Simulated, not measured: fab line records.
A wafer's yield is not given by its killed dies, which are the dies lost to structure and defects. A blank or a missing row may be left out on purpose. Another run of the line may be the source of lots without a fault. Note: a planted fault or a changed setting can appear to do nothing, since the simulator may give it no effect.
A lot that was struck, set against a sound lot | flow nand-harc | 43 steps out of a route of 1302
Sound: these wafers, L524.2, L524.5, L524.6. Struck: wafer L543.4. (L543.3, L543.6 of the same lot were not struck and are left out.) The cause comes at the end.
Order at every step that has rows: each side's tool, ch and its chambers, its first start. Under that, the readings that differ: sound wafers | struck wafers | difference of the means | sigmas: that difference in standard deviations of wafers without a fault.
alike: same words and numbers on both sides, and readings whose means sit less than 2 such deviations apart. not compared: any withheld reading, any reading some wafer has no value for, any bound like >300 that may hide the same value, and any number with overlapping values for which the record gives no deviation.
A row with sigmas, a row that says differs or no value, or rows on one side alone: a step with any of these is where the two part. Numbers that have no deviation but don't overlap get no sigmas and don't part them. A reading missing from all wafers of one side parts the sides only when that side holds two or more wafers.

first, 4 steps without rows for these wafers: NHARC_THIN_TSV_EBR_08; NHARC_THIN_TSV_EXPOSE_09 (exposes mask TSV); NHARC_THIN_TSV_PEB_10 (peb time 85 s); NHARC_THIN_TSV_DEVELOP_11 (time 70 s).
NHARC_THIN_TSV_CD_MEAS_12: the cd target is 1000 nm.
  sound on cd-sem-01 ch 0, day 25 04:08; struck on cd-sem-03 ch 0, day 33 19:11
  alike: cd-nm
then, 4 steps without rows for these wafers: NHARC_THIN_TSV_HARDBAKE_13 (time 80 s); NHARC_THIN_TSV_DESCUM_14 (chemistry O2, time 3 s); NHARC_THIN_TSV_ETCH_44 (etches the open film in CF4/O2, target depth 1594.2 nm, time 797.1 s); NHARC_THIN_TSV_ETCH_15 (target depth 3000 nm, bosch target overetch cycles 2, bosch etch step 2.8 s).
NHARC_THIN_TSV_CD_MEAS_16:
  struck on cd-sem-02, day 33 20:09; sound on cd-sem-03, day 25 05:05
  alike: cd-nm
then, 2 steps without rows for these wafers: NHARC_THIN_TSV_STRIP_45 (strips in O2); NHARC_THIN_TSV_STRIP_46 (strips in post etch residue remover, time 1200 s).
NHARC_THIN_TSV_DEP_47: deposits SiO2, target thk 200 nm.
  sound on pecvd-03 ch 0,1,2, day 25 06:02; struck on pecvd-02 ch 2, day 33 21:06
  alike: throttle-valve-pct
then, 2 steps without rows for these wafers: NHARC_THIN_TSV_ETCHBACK_48 (etches the open film in C4F8/Ar, target depth 1028.5 nm, time 405.17 s); NHARC_THIN_TSV_STRIP_62 (strips in N2/H2, time 20 s).
NHARC_THIN_TSV_DEGAS_49: time 120 s.
  struck on pvd-sputter-02, day 33 22:17; sound on pvd-sputter-02, day 25 06:53
  reading            | sound       | struck | difference | sigmas
  heater-power-w (W) | 522 527 489 | 370    | -143       | -3
then, 5 steps without rows for these wafers: NHARC_THIN_TSV_PRE_CLEAN_50 (time 30 s); NHARC_THIN_TSV_PVD_19 (deposits TaN, target thk 20 nm); NHARC_THIN_TSV_PVD_51 (deposits Cu, target thk 100 nm); NHARC_THIN_TSV_ECD_20 (material Cu, target thk 2000 nm); NHARC_THIN_TSV_ANNEAL_52 (time 90 s).
NHARC_THIN_TSV_CMP_21: polishes, t overpolish 30 s, target thk 2000 nm.
  sound on cmp-01 ch 0,1,2, day 25 08:30; struck on cmp-02 ch 2, day 33 23:49
  alike: motor-current-A, overpolish-run-s, retaining-ring-pressure-frac
after that, 1 step had no rows for these wafers: NHARC_THIN_TSV_SRD_23.
NHARC_THIN_TSV_DEGAS_53: time 60 s.
  struck on pvd-sputter-02, day 34 00:17; sound on pvd-sputter-02, day 25 08:56
  alike: heater-power-w
NHARC_THIN_TSV_PRE_CLEAN_54: time 30 s.
  struck on pvd-sputter-02, day 34 00:21; sound on pvd-sputter-02, day 25 08:59
  alike: heater-power-w
then, 10 steps without rows for these wafers: NHARC_THIN_TSV_PVD_55 (deposits TiN, target thk 50 nm); NHARC_THIN_TSV_PVD_24 (deposits Al, target thk 800 nm); NHARC_THIN_TSV_DEHYDRATE_25 (time 120 s); NHARC_THIN_TSV_HMDS_26 (time 30 s); NHARC_THIN_TSV_COAT_27; NHARC_THIN_TSV_SOFTBAKE_28 (time 95 s); NHARC_THIN_TSV_EBR_29; NHARC_THIN_TSV_EXPOSE_30 (exposes mask PAD); NHARC_THIN_TSV_PEB_31 (peb time 85 s); NHARC_THIN_TSV_DEVELOP_32 (time 70 s).
NHARC_THIN_TSV_CD_MEAS_33: the cd target is 5000 nm.
  sound on cd-sem-01 ch 0, day 25 09:55; struck on cd-sem-03 ch 0, day 34 01:25
  alike: cd-nm
then, 2 steps without rows for these wafers: NHARC_THIN_TSV_HARDBAKE_34 (time 80 s); NHARC_THIN_TSV_DESCUM_35 (chemistry O2, time 3 s).
NHARC_THIN_TSV_ETCH_59: etches the open film in Cl2/BCl3, target depth 880 nm, time 138.1 s.
  sound on rie-metal-02 ch 0,1, day 25 10:12; struck on rie-metal-02 ch 1, day 34 01:47
  reading               | sound             | struck | difference | sigmas
  oes-product-au (a.u.) | 0.996 1.000 1.000 | 1.015  | +0.016     | +2
  alike: drypump-motor-current-A, throttle-valve-pct
  not compared: rf-hours-counter-h
then, 2 steps without rows for these wafers: NHARC_THIN_TSV_ETCH_36 (etches the open film in Cl2/BCl3, target depth 65 nm, time 18.571 s); NHARC_THIN_TSV_STRIP_56 (strips in O2).
NHARC_END_WLT_00:
  struck on prober-02, day 34 19:23; sound on prober-01, day 25 15:17
  reading               | sound             | struck | difference | sigmas
  VT_DECK2_MIDDLE_INNER | 0.872 0.874 0.865 | 0.893  | +0.023     | +3
  VT_DECK2_TOP_INNER    | 0.883 0.889 0.885 | 0.903  | +0.017     | +2
  alike: VT_DECK1_BOTTOM, VT_DECK1_BOTTOM_INNER, VT_DECK1_MEDIAN_NEAR_BOTTOM, VT_DECK1_MEDIAN_NEAR_BOTTOM_INNER, VT_DECK1_MIDDLE, VT_DECK1_MIDDLE_INNER, VT_DECK1_TOP, VT_DECK1_TOP_INNER, VT_DECK2_BOTTOM, VT_DECK2_BOTTOM_INNER, VT_DECK2_MEDIAN_NEAR_BOTTOM, VT_DECK2_MEDIAN_NEAR_BOTTOM_INNER, VT_DECK2_MIDDLE, VT_DECK2_TOP
  not compared: hold
NHARC_END_SORT_01:
  sound on prober-01 ch 0, day 25 18:34; struck on prober-01 ch 0, day 34 23:46
  reading                  | sound          | struck                   | difference                   | sigmas
  hold                     | - - -          | await-dispo/1.9h/release | no value on the sound wafers |
  defect-limited-yield (%) | 91.9 87.0 92.0 | 79.6                     | -10.7                        | -4
  killed-at-other          | 0 0 1          | 103                      | +103                         | +93
  killed-dies              | 55 88 54       | 138                      | +72                          | +5
  sort_bin_2_pct (%)       | 3.0 4.6 2.7    | 10.3                     | +6.9                         | +7
  sort_bin_3_pct (%)       | 0.9 1.5 1.2    | 4.9                      | +3.7                         | +9
  sort-n-pass              | 622 589 623    | 539                      | -72                          | -5
  sort-yield-pct (%)       | 91.9 87.0 92.0 | 79.6                     | -10.7                        | -4
  alike: killed-at-array, killed-at-periphery, killed-open, killed-short, sort_bin_4_pct, sort-rim-yield-pct

== WHERE THEY PART ==
At NHARC_THIN_TSV_DEGAS_49 first; at NHARC_END_SORT_01 last (within this record only).

WHY: what the simulator had put in
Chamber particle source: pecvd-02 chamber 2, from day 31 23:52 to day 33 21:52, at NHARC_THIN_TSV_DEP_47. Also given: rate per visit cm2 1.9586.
